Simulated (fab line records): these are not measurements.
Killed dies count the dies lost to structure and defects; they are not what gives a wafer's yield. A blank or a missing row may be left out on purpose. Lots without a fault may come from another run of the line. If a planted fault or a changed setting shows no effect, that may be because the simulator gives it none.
fab line records	flow nandHarc
record: lots: 13	wafers: 39	lastDay: 24
route steps=1159 shown P_GATE@157 END@1159
lots untouched by any fault: they come from a run of this same line in which no faults occurred
startH: hours from the record's first day to the start of the lot's first wafer shown	waitH: how many hours have passed since the lot's step before this one	" the same as in the row above	L1.1+2: a single row standing in for several wafers	- no value present, or no start provided	* or withheld: withheld	< > ~ a bound
route shown NAME@n: names a module that has steps shown in the file, with the first one's number in the route	usual: mean/standard deviation of fault-free wafers	same: alike in all rows	chamber/n: place in a boat	sites: each site's reading	_std_site: the standard deviation of these	_edge_site: outer sites' mean less inner sites'	radiusMm: how far each site lies from the wafer's centre	mask NAME#n: copy n	behind: the most recent tool/chamber to have shaped the wafer	hold: why the lot went on hold/how many hours it stayed there/how the hold came to an end	device: the n, p or np transistor that did not switch	end of line: the route-end tests of the same wafers	a step given without rows: its recipe and nothing more	killed: the dies lost at the first sort to structure and to defects; this is not the yield of the wafer	map: dies across one wafer; x = killed, . = not, _ = none there
set.NAME: the setting as run; set.NAME@STEP: as run at that earlier step	model.NAME: the simulator's own value behind a step, which no gauge read
a sample of lots followed through the steps of the route, with each step as a table and each wafer as a row
services: when a tool's chamber went out of use (startH, in hours from the record's first day, below 0 if earlier), for how many hours, and the reason
== steps ==
step: NHARC_P_GATE_STRIP_101
recipe: timeS: 20	o2FlowSccm: 500	arFlowSccm: 0	biasW: 0	chemistry: O2
usual: drypumpMotorCurrentA: 5.5/0.46	oesProductAu: 0.997/0.011	rfVppV: 57.9/0.88	showerheadPlenumPTorr: 3.56/0.16	throttleValvePct: 17.037/0.0084
lot.wafer	tool	chamber	startH	waitH	drypumpMotorCurrentA	oesProductAu	rfHoursCounterH	rfVppV	showerheadPlenumPTorr	throttleValvePct
L111.4	rieDiel-07	1	100.98	0.1	5.5	0.999	8	58.2	3.75	17.036
L111.2	"	3	"	"	5.6	0.984	9	58.6	3.76	17.041
L111.6	"	1	"	"	5.5	1.003	-	59.1	3.75	17.031
L112.3	rieDiel-03	3	111.80	0.1	5.5	0.986	24	56.9	3.30	17.037
L112.2	"	0	"	"	5.5	1.009	24	57.8	3.51	17.047
L112.5	"	2	"	"	4.7	1.014	-	59.6	3.68	17.021
L113.3	rieDiel-06	3	113.50	0.1	6.1	0.985	10	58.2	3.37	17.041
L113.2	"	0	"	"	5.7	1.015	16	57.2	3.39	17.057
L113.6	"	2	"	"	5.6	1.021	-	57.3	3.30	17.044
L114.3	rieDiel-07	1	120.32	0.1	5.5	1.005	11	59.5	3.75	17.025
L114.2	"	2	"	"	5.4	0.996	14	58.7	3.63	17.036
L114.5	"	1	"	"	5.5	1.007	-	56.8	3.75	17.019
L115.2	rieDiel-06	3	121.69	0.1	6.1	0.983	13	58.3	3.37	17.045
L115.3	"	0	"	"	5.7	0.986	18	57.8	3.39	17.030
L115.5	"	1	"	"	5.0	1.000	-	58.0	3.46	17.027
L120.1	rieDiel-03	3	160.18	0.1	5.5	0.984	39	57.2	3.29	17.045
L120.3	"	1	"	"	6.3	0.998	42	57.8	3.64	17.030
L120.2	"	2	"	"	4.7	0.991	41	56.9	3.67	17.052
L124.1	rieDiel-03	0	178.75	0.1	5.5	0.998	45	58.2	3.50	17.041
L124.3	"	3	"	"	5.5	0.998	44	56.7	3.29	17.039
L124.6	"	0	"	"	5.6	0.991	-	58.6	3.50	17.035
L127.2	rieDiel-07	0	197.68	0.1	5.1	1.008	25	56.5	3.62	17.040
L127.5	"	3	"	"	5.6	0.992	-	57.6	3.75	17.031
L127.6	"	0	"	"	5.1	1.005	-	57.5	3.61	17.031
L126.2	rieDiel-07	1	197.72	0.1	5.5	1.013	26	58.6	3.74	17.035
L126.1	"	2	"	"	5.4	0.991	29	57.5	3.62	17.053
L126.6	"	0	"	"	5.0	1.000	-	57.8	3.62	17.021
L131.3	rieDiel-03	0	214.22	0.1	5.5	0.985	62	57.3	3.49	17.035
L131.4	"	3	"	"	5.5	0.982	61	57.7	3.28	17.053
L131.5	"	0	"	"	5.5	0.992	-	58.4	3.49	17.042
L132.2	rieDiel-06	0	230.09	0.2	5.7	0.992	55	57.6	3.37	17.045
L132.1	"	2	"	"	5.6	1.013	62	56.7	3.28	17.037
L132.4	"	0	"	"	5.7	1.003	-	57.3	3.37	17.038
L133.3	rieDiel-03	1	236.12	0.1	6.3	1.012	5	58.1	3.62	17.041
L133.6	"	2	"	"	4.7	0.989	-	57.4	3.66	17.022
L133.5	"	3	"	"	5.5	0.984	-	58.7	3.81	17.026
L134.2	rieDiel-03	0	242.09	0.1	5.5	0.998	5	60.1	3.49	17.037
L134.5	"	3	"	"	5.5	0.989	-	59.8	3.80	17.030
L134.6	"	0	"	"	5.5	0.988	-	57.6	3.49	17.035
step: NHARC_P_GATE_CD_MEAS_46
recipe: targetCdNm: 720	landingEnergyEv: 500
usual: cdNm: 719.8/1.8
lot.wafer	tool	chamber	startH	waitH	cdNm
L111.2	cdSem-01	0	101.91	-	718.5
L111.4	"	0	"	"	719.8
L111.6	"	0	"	"	716.8
L112.2	cdSem-01	0	112.73	-	720.5
L112.3	"	0	"	"	718.3
L112.5	"	0	"	"	719.6
L113.2	cdSem-02	0	114.43	-	718.2
L113.3	"	0	"	"	718.4
L113.6	"	0	"	"	717.2
L114.2	cdSem-02	0	121.12	-	721.3
L114.3	"	0	"	"	718.4
L114.5	"	0	"	"	720.7
L115.2	cdSem-01	0	122.61	-	718.4
L115.3	"	0	"	"	719.6
L115.5	"	0	"	"	719.5
L120.1	cdSem-01	0	161.10	-	720.1
L120.2	"	0	"	"	719.0
L120.3	"	0	"	"	719.4
L124.1	cdSem-02	0	179.67	-	718.1
L124.3	"	0	"	"	719.1
L124.6	"	0	"	"	719.9
L127.2	cdSem-02	0	198.48	-	719.2
L127.5	"	0	"	"	715.5
L127.6	"	0	"	"	717.2
L126.1	cdSem-02	0	198.64	-	718.2
L126.2	"	0	"	"	720.5
L126.6	"	0	"	"	719.0
L131.3	cdSem-03	0	215.15	-	721.5
L131.4	"	0	"	"	719.6
L131.5	"	0	"	"	721.3
L132.1	cdSem-02	0	231.02	-	718.7
L132.2	"	0	"	"	719.7
L132.4	"	0	"	"	720.3
L133.3	cdSem-01	0	236.92	-	721.3
L133.5	"	0	"	"	719.1
L133.6	"	0	"	"	717.2
L134.2	cdSem-01	0	243.02	-	718.1
L134.5	"	0	"	"	720.0
L134.6	"	0	"	"	717.3
step: NHARC_P_GATE_EXPOSE_56
recipe: na: 0.6	targetCdNm: 720	doseMj: 14.81	maskId: P_PSD
lot.wafer	tool	chamber	startH	waitH	mask
L111.2+4+6	krfScanner-01	0	103.53	-	P_PSD#0
L112.2+3+5	krfScanner-01	0	114.21	-	P_PSD#0
L113.2+3+6	krfScanner-03	0	116.31	-	P_PSD#0
L114.2+3+5	krfScanner-03	0	122.69	-	P_PSD#0
L115.2+3+5	krfScanner-03	0	124.09	-	P_PSD#0
L120.1+2+3	krfScanner-03	0	162.69	-	P_PSD#0
L124.1+3+6	krfScanner-04	0	181.27	-	P_PSD#0
L127.2+5+6	krfScanner-01	0	199.96	-	P_PSD#0
L126.1+2+6	krfScanner-04	0	200.27	-	P_PSD#0
L131.3+4+5	krfScanner-04	0	216.83	-	P_PSD#0
L132.1+2+4	krfScanner-04	0	232.72	-	P_PSD#0
L133.3+5+6	krfScanner-01	0	238.52	-	P_PSD#0
L134.2+5+6	krfScanner-01	0	244.49	-	P_PSD#0
step: NHARC_P_GATE_CD_MEAS_59
recipe: targetCdNm: 720	landingEnergyEv: 500
usual: cdNm: 719.8/1.9
lot.wafer	tool	chamber	startH	waitH	cdNm
L111.2	cdSem-01	0	103.69	-	719.6
L111.4	"	0	"	"	720.6
L111.6	"	0	"	"	718.8
L112.2	cdSem-01	0	114.37	-	722.5
L112.3	"	0	"	"	721.1
L112.5	"	0	"	"	721.0
L113.2	cdSem-03	0	116.46	-	722.9
L113.3	"	0	"	"	724.7
L113.6	"	0	"	"	723.3
L114.2	cdSem-01	0	122.84	-	721.6
L114.3	"	0	"	"	717.0
L114.5	"	0	"	"	717.6
L115.2	cdSem-01	0	124.24	-	737.9
L115.3	"	0	"	"	815.6
L115.5	"	0	"	"	756.5
L120.1	cdSem-01	0	162.86	-	771.9
L120.2	"	0	"	"	784.9
L120.3	"	0	"	"	840.2
L124.1	cdSem-03	0	181.43	-	717.5
L124.3	"	0	"	"	720.9
L124.6	"	0	"	"	718.6
L127.2	cdSem-02	0	200.11	-	721.7
L127.5	"	0	"	"	718.5
L127.6	"	0	"	"	720.1
L126.1	cdSem-03	0	200.43	-	722.2
L126.2	"	0	"	"	721.7
L126.6	"	0	"	"	724.8
L131.3	cdSem-02	0	216.98	-	717.7
L131.4	"	0	"	"	717.2
L131.5	"	0	"	"	719.6
L132.1	cdSem-03	0	232.87	-	721.8
L132.2	"	0	"	"	719.2
L132.4	"	0	"	"	719.3
L133.3	cdSem-03	0	238.67	-	716.3
L133.5	"	0	"	"	718.1
L133.6	"	0	"	"	718.3
L134.2	cdSem-03	0	244.65	-	719.0
L134.5	"	0	"	"	716.7
L134.6	"	0	"	"	716.2
step: NHARC_P_GATE_STRIP_76
recipe: powerW: 1500	tempC: 250	chemistry: O2
usual: drypumpMotorCurrentA: 5.7/0.32	heaterPowerW: 346/39	rfReflPowerW: 25/6.9
lot.wafer	tool	chamber	startH	waitH	drypumpMotorCurrentA	heaterPowerW	rfHoursCounterH	rfReflPowerW
L111.2	plasmaAsher-02	1	104.50	0.2	5.3	322	33	32
L111.4	"	0	"	"	6.0	426	-	21
L111.6	"	1	"	"	5.3	322	-	34
L112.2	plasmaAsher-02	0	115.17	0.2	6.0	423	37	21
L112.3	"	1	"	"	5.3	328	-	32
L112.5	"	1	"	"	5.3	321	-	32
L113.2	plasmaAsher-01	1	117.27	0.2	5.5	323	3	15
L113.3	"	1	"	"	5.4	317	-	15
L113.6	"	1	"	"	5.5	330	-	16
L114.2	plasmaAsher-02	1	123.64	0.2	5.3	327	40	32
L114.3	"	0	"	"	6.0	421	-	21
L114.5	"	0	"	"	6.0	430	-	20
L115.2	plasmaAsher-01	0	125.04	0.2	6.0	326	6	31
L115.3	"	0	"	"	6.0	330	-	31
L115.5	"	0	"	"	6.0	318	-	31
L120.2	plasmaAsher-02	0	163.64	0.2	6.0	420	53	21
L120.1	"	1	"	"	5.3	325	53	32
L120.3	"	0	"	"	6.0	430	-	21
L124.1	plasmaAsher-01	0	182.23	0.2	6.0	325	22	31
L124.3	"	1	"	"	5.5	319	-	15
L124.6	"	1	"	"	5.5	324	-	16
L127.2	plasmaAsher-01	0	200.90	0.2	6.1	317	29	31
L127.5	"	0	"	"	6.1	317	-	30
L127.6	"	1	"	"	5.4	327	-	16
L126.1	plasmaAsher-02	0	201.22	0.2	6.0	393	3	21
L126.2	"	1	"	"	5.3	335	3	34
L126.6	"	1	"	"	5.3	334	-	32
L131.3	plasmaAsher-01	0	217.83	0.2	6.0	317	-	30
L131.4	"	1	"	"	5.5	325	-	15
L131.5	"	1	"	"	5.4	332	-	15
L132.2	plasmaAsher-02	0	233.69	0.2	6.0	401	14	21
L132.1	"	1	"	"	5.3	334	14	30
L132.4	"	0	"	"	6.0	408	-	21
L133.3	plasmaAsher-01	1	239.48	0.2	5.4	325	-	16
L133.6	"	1	"	"	5.4	327	-	15
L133.5	"	0	"	"	6.1	321	-	30
L134.2	plasmaAsher-02	0	245.48	0.2	6.0	401	16	21
L134.6	"	1	"	"	5.3	329	-	31
L134.5	"	0	"	"	6.0	391	-	21
step: NHARC_END_SORT_01
recipe: tempC: 25
usual: killedAtArray: 21/8.9	killedAtOther: 0.8/1.3	killedAtPeriphery: 3.6/2.4	killedDies: 26/8.9	killedOpen: 3.1/1.8	killedShort: 1.9/1.3
same: grossDies: 677
lot.wafer	tool	chamber	startH	waitH	killedAtArray	killedAtOther	killedAtPeriphery	killedDies	killedOpen	killedShort
L115.2	prober-01	0	464.39	2.8	12	2	7	21	3	5
L115.3	prober-01	0	465.20	3.1	16	0	68	84	4	2
L115.5	prober-01	0	466.82	3.7	11	1	2	14	2	1
L120.1	prober-01	0	493.77	2.5	31	5	1	37	2	2
L120.2	prober-01	0	494.58	2.8	28	0	4	32	2	0
L120.3	prober-01	0	495.39	3.1	32	3	225	260	4	3
L126.1	prober-01	0	535.50	2.5	24	1	0	25	2	3
L126.2	prober-01	0	536.30	2.8	28	1	2	31	3	3
L126.6	prober-01	0	539.49	4.0	19	0	3	22	3	1
L131.3	prober-01	0	544.93	3.1	40	0	3	43	5	2
L131.4	prober-01	0	545.72	3.4	30	0	2	32	5	3
L131.5	prober-01	0	546.52	3.7	25	0	0	25	2	2
killed by level:class
L115.2 P_M1:chamberFilmFlake=4 A_CONTACT:geometricParticle:open=2 A_CONTACT:geometricParticle:short=2 A_CHANNEL_HOLE_D1:chamberFilmFlake=2 THIN_TSV:chamberFilmFlake=2 P_M0:geometricParticle:open=1 P_M0:geometricParticle:short=1 A_ONON_D1:geometricParticle:short=1
L115.3 P_GATE:areaExpose=64 A_STAIRCASE:chamberFilmFlake=4 P_M1:chamberFilmFlake=3 A_CONTACT:chamberFilmFlake=3 A_CONTACT:geometricParticle:open=2 P_CONTACT:geometricParticle:short=1 A_CHANNEL_FILL_D1:geometricParticle:open=1 A_M0:geometricParticle:short=1
L115.5 A_CHANNEL_HOLE_D1:chamberFilmFlake=2 A_CONTACT:chamberFilmFlake=2 A_CHANNEL_HOLE_D1:geometricParticle:open=1 A_WL_FILL:geometricParticle:short=1 A_CONTACT:geometricParticle:open=1 P_ZERO_WELL:chamberFilmFlake=1 P_M1:chamberFilmFlake=1 A_ZERO_WELL:chamberFilmFlake=1
L120.1 A_CHANNEL_HOLE_D1:chamberFilmFlake=19 A_SLIT:chamberFilmFlake=5 THIN_TSV:chamberFilmFlake=5 A_CONTACT:chamberFilmFlake=2 P_GATE:geometricParticle:open=1 A_ONON_D1:geometricParticle:open=1 A_CHANNEL_HOLE_D1:geometricParticle:short=1 A_CHANNEL_FILL_D1:geometricParticle:short=1
L120.2 A_CHANNEL_HOLE_D1:chamberFilmFlake=12 A_SLIT:chamberFilmFlake=11 P_M1:chamberFilmFlake=2 A_WL_FILL:chamberFilmFlake=2 P_GATE:areaExpose=2 A_CONTACT:geometricParticle:open=1 A_M0:geometricParticle:open=1 A_STAIRCASE:chamberFilmFlake=1
L120.3 P_GATE:areaExpose=222 A_CHANNEL_HOLE_D1:chamberFilmFlake=16 A_SLIT:chamberFilmFlake=7 THIN_TSV:chamberFilmFlake=3 A_WL_FILL:geometricParticle:short=2 P_M0:geometricParticle:open=1 A_ONON_D1:geometricParticle:open=1 A_WL_FILL:geometricParticle:open=1
L126.1 A_CHANNEL_HOLE_D1:chamberFilmFlake=18 A_CHANNEL_FILL_D1:geometricParticle:open=1 A_CHANNEL_FILL_D1:geometricParticle:short=1 A_WL_FILL:geometricParticle:short=1 A_BLC:geometricParticle:open=1 STARTING-WAFER:geometricParticle:short=1 A_STAIRCASE:chamberFilmFlake=1 A_CONTACT:chamberFilmFlake=1
L126.2 A_CHANNEL_HOLE_D1:chamberFilmFlake=22 A_WL_FILL:geometricParticle:short=2 P_GATE:geometricParticle:open=1 A_ONON_D1:geometricParticle:open=1 A_CHANNEL_FILL_D1:geometricParticle:open=1 A_CONTACT:geometricParticle:short=1 P_M0:chamberFilmFlake=1 A_WL_FILL:chamberFilmFlake=1
L126.6 A_CHANNEL_HOLE_D1:chamberFilmFlake=14 A_CONTACT:chamberFilmFlake=2 P_M1:geometricParticle:open=1 A_CHANNEL_FILL_D1:geometricParticle:open=1 A_CONTACT:geometricParticle:short=1 A_CONTACT:geometricParticle:open=1 P_GATE:chamberFilmFlake=1 P_M0:chamberFilmFlake=1
L131.3 A_CHANNEL_HOLE_D1:chamberFilmFlake=26 A_CONTACT:chamberFilmFlake=3 A_SOURCE_PLATE:geometricParticle:short=2 A_CONTACT:geometricParticle:open=2 P_STI:chamberFilmFlake=2 A_SGD_CUT:geometricParticle:open=1 A_WL_FILL:geometricParticle:open=1 A_M0:geometricParticle:open=1
L131.4 A_CHANNEL_HOLE_D1:chamberFilmFlake=19 A_CONTACT:chamberFilmFlake=2 A_ONON_D1:geometricParticle:open=1 A_CHANNEL_FILL_D1:geometricParticle:open=1 A_SGD_CUT:geometricParticle:open=1 A_CONTACT:geometricParticle:short=1 A_CONTACT:geometricParticle:open=1 A_BLC:geometricParticle:open=1
L131.5 A_CHANNEL_HOLE_D1:chamberFilmFlake=18 A_CONTACT:chamberFilmFlake=2 A_CHANNEL_FILL_D1:geometricParticle:short=1 A_WL_FILL:geometricParticle:short=1 A_CONTACT:geometricParticle:open=1 A_M0:geometricParticle:open=1 A_BLC:chamberFilmFlake=1
== services ==
tool	chamber	startH	hours	kind
rieDiel-07	1	77.31	5.8	repair
krfScanner-01	-	82.40	0.2	repair
krfScanner-01	-	90.57	0.8	repair
krfScanner-01	-	95.65	4.0	pm
plasmaAsher-01	-	99.23	9.0	pm
rieDiel-06	3	99.58	9.5	repair
krfScanner-01	-	105.62	0.5	repair
krfScanner-01	-	124.91	4.5	repair
krfScanner-04	-	126.01	4.0	pm
plasmaAsher-01	-	164.29	6.1	repair
krfScanner-03	-	168.00	4.0	pm
plasmaAsher-02	-	183.76	9.0	pm
plasmaAsher-02	0	183.76	9.0	ventCycle
plasmaAsher-02	1	183.76	9.0	ventCycle
plasmaAsher-02	0	192.76	-	clean
plasmaAsher-02	-	195.00	1.2	repair
krfScanner-03	-	197.74	1.7	repair
rieDiel-06	-	209.21	0.9	repair
rieDiel-06	3	214.06	39.4	repair
rieDiel-03	-	215.83	9.0	pm
krfScanner-04	-	217.33	2.0	repair
krfScanner-01	-	217.67	2.9	repair
rieDiel-07	-	228.21	9.0	pm
rieDiel-06	-	241.51	9.0	pm
== key ==
firstSign: step: NHARC_P_GATE_CD_MEAS_59	reading: cdNm	direction: up	sigmas: 34	usual: 719.8	struck: 784.5
effect: step: NHARC_END_SORT_01	reading: killedAtPeriphery	direction: up	sigmas: 20	usual: 3.6	struck: 51.2	wafersMoved: 2
moreKillsBornAt: NHARC_P_GATE_EXPOSE_56@krfScanner-03: 288
metAt NHARC_P_GATE_EXPOSE_56
struckLots L115,L120
testerLeftOut L115,L120
notActingAt NHARC_P_GATE_STRIP_101,NHARC_P_GATE_CD_MEAS_46,NHARC_P_GATE_STRIP_76
onsetBetween 122.69 124.09
fault: kind: processParameterDrift	tool: krfScanner-03	chamber: -	onsetH: 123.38	steps: NHARC_P_GATE_EXPOSE_56	channel: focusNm	offset: 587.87	spreadByWafer: 0.3	shape: step	endH: 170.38
testerLeftOut: of these lots the tester's yield and bins aren't shown, on N5 and GAA mostly nor the transistor test; their killed dies are dies lost to structure and defects alone, not to doping, threshold or leakage, so they don't give the yield
